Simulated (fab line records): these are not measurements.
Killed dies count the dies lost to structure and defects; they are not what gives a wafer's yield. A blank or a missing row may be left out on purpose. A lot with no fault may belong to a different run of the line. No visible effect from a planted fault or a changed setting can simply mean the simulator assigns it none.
Chamber matching    flow n5_finfet    rie_diel-03 running N5_BEOL_M2_STRIP_66: 4 sister chambers
The step strips in CF4. 4 wafers are shown with their chamber, then 10 later ones without.

WAFERS PAIRED WITH THEIR CHAMBERS
wafer   chamber  showerhead_plenum_p_Torr (Torr)
L076.1  3        1.69
L081.5  0        1.78
L088.1  1        1.82
L088.3  2        1.79

WAFERS WITHOUT THEIR CHAMBER
wafer   showerhead_plenum_p_Torr (Torr)
L088.4  1.89
L093.1  1.89
L093.3  1.78
L093.6  1.89
L095.1  1.82
L095.3  1.79
L095.4  1.89
L096.1  1.79
L096.3  1.82
L096.5  1.78

WHICH CHAMBER EACH WENT THROUGH
wafer   from the rows above           in truth
L088.4  can't be placed: 1 or 2 or 0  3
L093.1  can't be placed: 1 or 2 or 0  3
L093.3  can't be placed: 0 or 2 or 1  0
L093.6  can't be placed: 1 or 2 or 0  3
L095.1  can't be placed: 1 or 2 or 0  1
L095.3  can't be placed: 2 or 0 or 1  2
L095.4  can't be placed: 1 or 2 or 0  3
L096.1  can't be placed: 2 or 0 or 1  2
L096.3  can't be placed: 1 or 2 or 0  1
L096.5  can't be placed: 0 or 2 or 1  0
Correctly placed: 0 of 10. Unplaceable from these rows: 10, with the true chamber sitting among the candidates in 6. 0 placed wrongly.
How it was worked out, from the rows above alone: a wafer's distance from a chamber is the root of the sum, over the readings, of the square of ((its reading less the chamber's mean) divided by the reading's scatter). If the next closest chamber is less than 2 further off than the closest, the wafer can't be placed; otherwise it belongs to the closest. A chamber's mean is the mean of its shown wafers. The scatter (one wafer shown for each chamber): square how far every hidden wafer sits from the nearest shown wafer, average those squares and take the square root.
